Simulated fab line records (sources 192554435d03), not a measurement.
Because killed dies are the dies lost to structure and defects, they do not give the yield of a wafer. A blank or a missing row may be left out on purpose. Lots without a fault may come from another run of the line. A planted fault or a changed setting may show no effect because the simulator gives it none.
fab line records    flow n5-finfet    part 1 of 2: steps 1 to 4 of 6
record: lots: 24  wafers: 72  last-day: 20
route steps=1938 shown FIN_SAQP@141 FIN_CUT@164 STI_FIN_REVEAL@191
lots that met no fault: from a run of the same line without faults
start-h: start of the lot's first displayed wafer, in hours after the record's first day    wait-h: hours elapsed since this lot's preceding step    " repeats the value in the row above    L1.1+2: one row covering several wafers at once    - value missing, or start not given    * or withheld: withheld    < > ~ a bound
route shown NAME@n: a module of which the file shows steps, and the number in the route of the first    usual: mean/standard deviation taken from wafers without a fault    same: alike in all rows    chamber/n: place in a boat    sites: readings site by site    _std_site: the values' standard deviation    _edge_site: outer sites' mean less inner sites'    radius-mm: for every site, how far away it sits from the centre of the wafer    mask NAME#n: copy n    behind: the most recent tool/chamber to have shaped the wafer    hold: why the lot went on hold/how many hours it stayed there/how the hold came to an end    device: transistor that didn't switch, given as n, p or np    end of line: the tests these same wafers got at the end of their route    a step without rows: its recipe alone    killed: the dies lost at the first sort to structure and to defects; this is not the yield of the wafer    map: a wafer's dies, x killed, . not, _ none there
set.NAME: setting as actually run; set.NAME@STEP: the setting as run at that earlier step    model.NAME: the simulator's own value behind a step, which no gauge read
the route's steps for a sample of lots (tables are steps, rows are wafers)
services: the hour from which a tool's chamber was out of use, counted from the record's first day as start-h (under 0 if before that day), plus the number of hours and why
== steps ==
step: N5_FIN_SAQP_CD_MEAS_31
recipe: target-cd-nm: 8  landing-energy-ev: 1000  detector: se-inlens  polarity: line
usual: cd-nm: 8.09/0.22
lot.wafer  tool       chamber  start-h  wait-h  cd-nm
L074.1     cd-sem-01  0        26.12    0.1     8.25
L074.4     "          0        "        "       8.23
L074.6     "          0        "        "       7.81
L075.1     cd-sem-02  0        31.67    0.1     7.34
L075.4     "          0        "        "       8.67
L075.5     "          0        "        "       7.90
L076.2     cd-sem-01  0        37.82    0.1     8.32
L076.3     "          0        "        "       8.44
L076.5     "          0        "        "       8.08
L077.1     cd-sem-03  0        43.17    0.1     7.99
L077.4     "          0        "        "       8.10
L077.5     "          0        "        "       8.53
L078.1     cd-sem-02  0        49.47    0.1     7.96
L078.4     "          0        "        "       8.14
L078.6     "          0        "        "       8.14
L079.4     cd-sem-02  0        55.63    0.0     8.10
L079.5     "          0        "        "       8.15
L079.6     "          0        "        "       8.00
L080.2     cd-sem-02  0        62.46    0.1     8.15
L080.3     "          0        "        "       8.16
L080.6     "          0        "        "       8.05
L081.1     cd-sem-02  0        68.02    0.1     8.04
L081.4     "          0        "        "       8.29
L081.5     "          0        "        "       7.91
L082.1     cd-sem-01  0        74.19    0.1     8.07
L082.5     "          0        "        "       8.22
L082.6     "          0        "        "       8.07
L083.1     cd-sem-03  0        80.18    0.1     8.12
L083.4     "          0        "        "       8.26
L083.6     "          0        "        "       8.27
L084.2     cd-sem-01  0        87.04    0.1     7.74
L084.3     "          0        "        "       8.33
L084.5     "          0        "        "       7.77
L085.3     cd-sem-02  0        92.69    0.1     7.98
L085.4     "          0        "        "       8.04
L085.5     "          0        "        "       7.57
L086.1     cd-sem-03  0        100.06   0.1     8.28
L086.4     "          0        "        "       8.10
L086.5     "          0        "        "       8.17
L087.4     cd-sem-01  0        105.05   0.1     8.40
L087.5     "          0        "        "       7.96
L087.6     "          0        "        "       8.07
L088.1     cd-sem-01  0        111.29   0.1     8.17
L088.4     "          0        "        "       8.16
L088.6     "          0        "        "       7.90
L089.3     cd-sem-03  0        116.50   0.1     8.04
L089.4     "          0        "        "       7.64
L089.6     "          0        "        "       8.53
L090.1     cd-sem-03  0        122.34   0.1     7.79
L090.5     "          0        "        "       8.29
L090.6     "          0        "        "       8.45
L091.2     cd-sem-03  0        127.38   0.1     7.87
L091.3     "          0        "        "       8.23
L091.4     "          0        "        "       8.07
L092.2     cd-sem-02  0        133.75   0.1     8.46
L092.4     "          0        "        "       8.09
L092.5     "          0        "        "       8.37
L093.2     cd-sem-02  0        141.44   0.1     8.14
L093.3     "          0        "        "       8.05
L093.4     "          0        "        "       8.26
L094.2     cd-sem-01  0        146.42   0.1     8.27
L094.4     "          0        "        "       8.34
L094.5     "          0        "        "       8.19
L095.1     cd-sem-02  0        152.03   0.1     7.95
L095.3     "          0        "        "       7.96
L095.6     "          0        "        "       7.99
L096.2     cd-sem-03  0        160.57   0.1     7.94
L096.4     "          0        "        "       8.01
L096.6     "          0        "        "       8.07
L097.1     cd-sem-02  0        167.23   0.1     7.92
L097.2     "          0        "        "       8.49
L097.5     "          0        "        "       8.28
step: N5_FIN_SAQP_FIN_ETCH_36
recipe: chemistry: HBr/Cl2/O2  target-depth-a: 1200  mask-material: SiNx  time-s: 50.4  bias-w: 102  pressure-mtorr: 10  icp-w: 800  HBr_flow_sccm: 150  Cl2_flow_sccm: 80  O2_flow_sccm: 12
usual: bias-w: 102.0/0.31  drypump-motor-current-A: 5.5/0.35  oes-product-au: 1.000/0.021  throttle-valve-pct: 36.00/0.21
lot.wafer  tool       chamber  start-h  wait-h  bias-w  drypump-motor-current-A  oes-product-au  rf-hours-counter-h  throttle-valve-pct
L074.1     rie-si-05  1        26.46    0.0     102.3   5.4                      1.005           68                  36.23
L074.4     "          0        "        "       101.4   5.4                      0.990           202                 36.22
L074.6     "          0        "        "       102.1   5.4                      0.991           -                   36.23
L075.1     rie-si-05  2        32.09    0.0     101.9   5.6                      0.997           97                  36.15
L075.4     "          0        "        "       101.9   5.4                      0.987           -                   36.21
L075.5     "          2        "        "       102.0   5.6                      0.986           -                   36.14
L076.2     rie-si-03  3        38.15    0.0     101.0   4.7                      0.988           205                 35.87
L076.3     "          2        "        "       101.9   6.1                      1.008           128                 35.75
L076.5     "          1        "        "       101.3   5.6                      0.994           -                   36.11
L077.1     rie-si-03  1        43.51    0.0     101.4   5.6                      0.984           40                  36.13
L077.4     "          3        "        "       102.1   4.7                      0.998           205                 35.85
L077.5     "          3        "        "       102.1   4.7                      0.993           -                   35.84
L078.1     rie-si-05  2        50.01    0.0     102.7   5.6                      0.995           97                  36.15
L078.4     "          2        "        "       102.5   5.6                      0.992           -                   36.14
L078.6     "          1        "        "       101.6   5.4                      1.008           -                   36.20
L079.4     rie-si-04  1        55.95    0.0     102.3   5.9                      1.042           20                  35.80
L079.5     "          1        "        "       102.0   5.9                      1.037           -                   35.80
L079.6     "          0        "        "       102.3   5.9                      1.005           -                   35.98
L080.2     rie-si-03  0        62.79    0.0     101.7   5.2                      0.997           99                  35.84
L080.3     "          1        "        "       101.9   5.6                      1.001           40                  36.12
L080.6     "          0        "        "       101.9   5.2                      1.004           -                   35.86
L081.1     rie-si-04  0        68.35    0.0     101.7   5.9                      1.013           29                  35.98
L081.4     "          1        "        "       101.7   5.9                      1.052           20                  35.80
L081.5     "          0        "        "       101.7   5.9                      1.003           -                   35.98
L082.1     rie-si-03  2        74.52    0.0     102.4   6.1                      1.001           129                 35.77
L082.5     "          2        "        "       102.2   6.1                      0.992           -                   35.76
L082.6     "          1        "        "       102.3   5.6                      0.978           -                   36.13
L083.1     rie-si-05  0        80.52    0.0     101.7   5.4                      1.028           0                   36.25
L083.4     "          2        "        "       102.0   5.6                      1.000           98                  36.14
L083.6     "          3        "        "       102.4   5.3                      0.985           -                   36.32
L084.2     rie-si-04  2        87.37    0.0     101.8   5.2                      1.004           80                  35.85
L084.3     "          3        "        "       102.7   5.6                      0.967           105                 36.00
L084.5     "          2        "        "       102.0   5.2                      1.017           -                   35.83
L085.3     rie-si-03  0        93.02    0.0     102.0   5.2                      0.995           100                 35.87
L085.4     "          3        "        "       102.1   4.7                      0.966           1                   35.52
L085.5     "          3        "        "       101.6   4.7                      0.971           -                   35.48
L086.1     rie-si-03  3        100.39   0.0     102.4   4.7                      0.973           1                   35.49
L086.4     "          1        "        "       101.5   5.6                      0.984           41                  36.13
L086.5     "          1        "        "       102.3   5.6                      0.995           -                   36.12
L087.4     rie-si-05  3        105.47   0.0     101.9   5.3                      0.983           169                 36.31
L087.5     "          1        "        "       102.4   5.4                      1.006           -                   36.22
L087.6     "          0        "        "       101.9   5.4                      1.017           -                   36.25
L088.1     rie-si-03  3        111.68   0.0     102.2   4.7                      0.967           1                   35.50
L088.4     "          2        "        "       102.2   6.1                      0.997           129                 35.78
L088.6     "          0        "        "       102.4   5.2                      0.996           -                   35.87
L089.3     rie-si-04  1        116.82   0.0     101.8   5.8                      1.047           21                  35.81
L089.4     "          3        "        "       102.3   5.7                      0.967           105                 35.97
L089.6     "          2        "        "       102.0   5.3                      1.008           -                   35.85
L090.1     rie-si-04  1        122.69   0.0     102.3   5.8                      1.058           21                  35.80
L090.5     "          1        "        "       102.2   5.9                      1.043           -                   35.81
L090.6     "          0        "        "       101.9   5.9                      1.012           -                   36.01
L091.2     rie-si-05  1        127.71   0.0     102.1   5.4                      1.011           70                  36.21
L091.3     "          2        "        "       102.3   5.6                      0.992           99                  36.14
L091.4     "          1        "        "       101.7   5.4                      1.005           -                   36.23
L092.2     rie-si-05  2        134.08   0.0     101.8   5.6                      0.996           99                  36.14
L092.4     "          0        "        "       102.4   5.4                      1.021           -                   36.27
L092.5     "          2        "        "       102.1   5.6                      0.992           -                   36.17
L093.2     rie-si-05  1        141.77   0.0     101.8   5.4                      1.002           71                  36.26
L093.3     "          2        "        "       101.7   5.6                      0.985           99                  36.15
L093.4     "          1        "        "       102.3   5.5                      0.999           -                   36.23
L094.2     rie-si-04  0        146.83   0.0     101.9   5.9                      1.005           30                  36.00
L094.4     "          1        "        "       102.0   5.9                      1.045           22                  35.83
L094.5     "          3        "        "       101.5   5.7                      0.972           -                   35.98
L095.1     rie-si-03  2        152.39   0.0     102.3   6.1                      1.002           130                 35.74
L095.3     "          3        "        "       102.1   4.7                      0.966           2                   35.49
L095.6     "          0        "        "       102.1   5.2                      0.989           -                   35.89
L096.2     rie-si-03  3        160.95   0.0     101.9   4.7                      0.970           2                   35.49
L096.4     "          0        "        "       102.1   5.2                      0.994           101                 35.89
L096.6     "          2        "        "       102.1   6.1                      0.999           -                   35.75
L097.1     rie-si-04  3        167.57   0.0     101.7   5.6                      0.969           106                 35.98
L097.2     "          0        "        "       101.4   5.9                      0.994           30                  36.01
L097.5     "          1        "        "       101.9   5.9                      1.044           -                   35.84
step: N5_FIN_CUT_OVL_MEAS_09
recipe: points-per-wafer: 522
usual: FIN_CUT_OVL: -0.3/0.73
lot.wafer  tool        chamber  start-h  wait-h  FIN_CUT_OVL[nm]
L074.1     overlay-01  0        27.27    0.0     0.4
L074.4     "           0        "        "       0.4
L074.6     "           0        "        "       0.8
L075.1     overlay-02  0        32.80    0.0     -1.3
L075.4     "           0        "        "       -0.2
L075.5     "           0        "        "       -1.0
L076.2     overlay-01  0        38.86    0.0     -1.7
L076.3     "           0        "        "       -1.4
L076.5     "           0        "        "       -1.2
L077.1     overlay-02  0        44.09    0.0     -0.4
L077.4     "           0        "        "       -0.7
L077.5     "           0        "        "       0.0
L078.1     overlay-02  0        50.59    0.0     0.0
L078.4     "           0        "        "       0.4
L078.6     "           0        "        "       1.2
L079.4     overlay-02  0        56.68    0.0     -0.4
L079.5     "           0        "        "       -0.3
L079.6     "           0        "        "       -0.6
L080.2     overlay-01  0        63.38    0.0     -1.0
L080.3     "           0        "        "       -0.2
L080.6     "           0        "        "       -0.7
L081.1     overlay-02  0        69.06    0.0     -1.2
L081.4     "           0        "        "       -0.9
L081.5     "           0        "        "       -1.6
L082.1     overlay-02  0        75.23    0.0     -0.1
L082.5     "           0        "        "       -0.6
L082.6     "           0        "        "       -0.1
L083.1     overlay-02  0        81.10    0.0     0.1
L083.4     "           0        "        "       0.8
L083.6     "           0        "        "       0.9
L084.2     overlay-02  0        87.96    0.0     0.1
L084.3     "           0        "        "       0.2
L084.5     "           0        "        "       -0.7
L085.3     overlay-02  0        93.61    0.0     1.0
L085.4     "           0        "        "       -0.5
L085.5     "           0        "        "       0.1
L086.1     overlay-01  0        100.97   0.0     -1.2
L086.4     "           0        "        "       -0.9
L086.5     "           0        "        "       -0.2
L087.4     overlay-01  0        106.19   0.0     -0.3
L087.5     "           0        "        "       -1.4
L087.6     "           0        "        "       -0.5
L088.1     overlay-02  0        112.26   0.0     -1.7
L088.4     "           0        "        "       -0.8
L088.6     "           0        "        "       -1.0
L089.3     overlay-01  0        117.42   0.0     0.4
L089.4     "           0        "        "       -0.8
L089.6     "           0        "        "       -0.2
L090.1     overlay-01  0        123.27   0.0     0.7
L090.5     "           0        "        "       1.1
L090.6     "           0        "        "       0.5
L091.2     overlay-02  0        128.30   0.0     -0.1
L091.3     "           0        "        "       -0.2
L091.4     "           0        "        "       0.3
L092.2     overlay-01  0        134.67   0.0     0.2
L092.4     "           0        "        "       -0.7
L092.5     "           0        "        "       0.0
L093.2     overlay-02  0        142.36   0.0     -0.7
L093.3     "           0        "        "       0.0
L093.4     "           0        "        "       -0.7
L094.2     overlay-02  0        147.54   0.0     -0.4
L094.4     "           0        "        "       -1.5
L094.5     "           0        "        "       -1.2
L095.1     overlay-01  0        153.09   0.0     -0.4
L095.3     "           0        "        "       -0.8
L095.6     "           0        "        "       0.3
L096.2     overlay-02  0        161.54   0.0     0.8
L096.4     "           0        "        "       1.3
L096.6     "           0        "        "       1.2
L097.1     overlay-01  0        168.28   0.0     -0.3
L097.2     "           0        "        "       -0.2
L097.5     "           0        "        "       -1.5
step: N5_FIN_CUT_CUT_ETCH_28
recipe: chemistry: HBr/Cl2/O2  target: Si  target-depth-a: 60  mask-material: SOC  time-s: 2.4  ion-energy-ev: *  bias-w: *  pressure-mtorr: 10  icp-w: 800  HBr_flow_sccm: 150  Cl2_flow_sccm: 80  O2_flow_sccm: 12
usual: bias-w: *  drypump-motor-current-A: 5.6/0.45  oes-product-au: 0.998/0.016  throttle-valve-pct: 37.20/0.26
lot.wafer  tool       chamber  start-h  wait-h  bias-w  drypump-motor-current-A  oes-product-au  rf-hours-counter-h  throttle-valve-pct
L074.1     rie-si-01  0        28.04    0.0     *       5.2                      0.998           121                 37.20
L074.4     "          2        "        "       *       5.3                      1.006           6                   37.30
L074.6     "          2        "        "       *       5.3                      1.011           -                   37.31
L075.1     rie-si-01  2        33.58    0.0     *       5.3                      0.995           6                   37.29
L075.4     "          1        "        "       *       5.3                      0.989           110                 37.40
L075.5     "          2        "        "       *       5.3                      0.996           -                   37.32
L076.2     rie-si-06  1        39.74    0.0     *       6.2                      0.990           161                 37.52
L076.3     "          0        "        "       *       6.0                      1.019           186                 37.08
L076.5     "          1        "        "       *       6.3                      0.984           -                   37.50
L077.1     rie-si-06  1        44.87    0.0     *       6.3                      0.989           161                 37.52
L077.4     "          3        "        "       *       5.4                      0.995           70                  36.88
L077.5     "          3        "        "       *       5.4                      1.004           -                   36.87
L078.1     rie-si-02  3        51.37    0.0     *       6.0                      0.969           38                  37.29
L078.4     "          1        "        "       *       6.2                      1.005           6                   37.23
L078.6     "          3        "        "       *       6.0                      0.968           -                   37.30
L079.4     rie-si-01  3        57.44    0.0     *       5.1                      1.028           201                 37.04
L079.5     "          2        "        "       *       5.3                      1.006           -                   37.33
L079.6     "          1        "        "       *       5.3                      0.986           -                   37.42
L080.2     rie-si-06  0        64.74    0.0     *       5.9                      1.010           186                 37.06
L080.3     "          3        "        "       *       5.4                      1.001           70                  36.86
L080.6     "          0        "        "       *       6.0                      1.016           -                   37.05
L081.1     rie-si-01  2        69.84    0.0     *       5.3                      0.994           7                   37.32
L081.4     "          3        "        "       *       5.1                      1.028           201                 37.04
L081.5     "          1        "        "       *       5.3                      0.984           -                   37.42
L082.1     rie-si-02  3        76.01    0.0     *       6.1                      0.973           38                  37.28
L082.5     "          3        "        "       *       6.0                      0.967           -                   37.29
L082.6     "          0        "        "       *       6.3                      1.013           -                   36.88
L083.1     rie-si-06  0        81.88    0.0     *       6.0                      1.010           186                 37.04
L083.4     "          1        "        "       *       6.2                      0.988           162                 37.52
L083.6     "          0        "        "       *       6.0                      1.007           -                   37.05
L084.2     rie-si-02  3        88.73    0.0     *       6.0                      0.974           39                  37.30
L084.3     "          0        "        "       *       6.3                      1.023           11                  36.89
L084.5     "          1        "        "       *       6.2                      0.997           -                   37.23
L085.3     rie-si-01  0        94.38    0.0     *       5.2                      0.994           122                 37.20
L085.4     "          1        "        "       *       5.3                      0.988           -                   37.42
L085.5     "          0        "        "       *       5.2                      0.996           -                   37.20
L086.1     rie-si-06  2        101.75   0.0     *       5.2                      0.981           52                  37.68
L086.4     "          0        "        "       *       6.0                      1.011           187                 37.07
L086.5     "          2        "        "       *       5.2                      0.988           -                   37.69
L087.4     rie-si-02  2        106.95   0.0     *       5.3                      1.004           185                 36.96
L087.5     "          3        "        "       *       6.0                      0.965           -                   37.30
L087.6     "          0        "        "       *       6.3                      1.007           -                   36.90
L088.1     rie-si-06  1        113.04   0.0     *       6.2                      0.986           163                 37.51
L088.4     "          2        "        "       *       5.2                      0.984           52                  37.70
L088.6     "          0        "        "       *       6.0                      1.013           -                   37.04
L089.3     rie-si-06  2        118.18   0.0     *       5.2                      0.980           52                  37.70
L089.4     "          3        "        "       *       5.4                      0.996           71                  36.87
L089.6     "          2        "        "       *       5.2                      0.987           -                   37.70
L090.1     rie-si-01  1        124.05   0.0     *       5.3                      0.989           112                 37.39
L090.5     "          3        "        "       *       5.2                      1.024           -                   36.87
L090.6     "          2        "        "       *       5.3                      0.995           -                   37.32
L091.2     rie-si-02  3        129.07   0.0     *       6.0                      0.972           39                  37.29
L091.3     "          0        "        "       *       6.3                      1.011           11                  36.88
L091.4     "          2        "        "       *       5.3                      1.006           186                 36.96
L092.2     rie-si-02  1        135.74   0.0     *       6.2                      1.013           7                   37.24
L092.4     "          0        "        "       *       6.3                      1.019           12                  36.87
L092.5     "          3        "        "       *       6.0                      0.969           -                   37.31
L093.2     rie-si-01  0        143.17   0.0     *       5.2                      1.004           123                 37.19
L093.3     "          2        "        "       *       5.3                      1.003           8                   37.30
L093.4     "          1        "        "       *       5.3                      0.984           112                 37.41
L094.2     rie-si-06  0        148.31   0.0     *       6.0                      1.009           188                 37.07
L094.4     "          3        "        "       *       5.4                      1.013           72                  36.87
L094.5     "          2        "        "       *       5.2                      0.981           -                   37.67
L095.1     rie-si-02  1        153.87   0.0     *       6.1                      0.993           7                   37.24
L095.3     "          3        "        "       *       6.0                      0.973           40                  37.30
L095.6     "          0        "        "       *       6.3                      1.022           -                   36.89
L096.2     rie-si-02  0        162.31   0.0     *       6.3                      1.008           12                  36.89
L096.4     "          3        "        "       *       6.0                      0.976           40                  37.30
L096.6     "          1        "        "       *       6.1                      1.004           -                   37.24
L097.1     rie-si-01  1        169.05   0.0     *       5.3                      0.981           113                 37.41
L097.2     "          2        "        "       *       5.3                      0.998           8                   37.31
L097.5     "          1        "        "       *       5.3                      0.982           -                   37.41
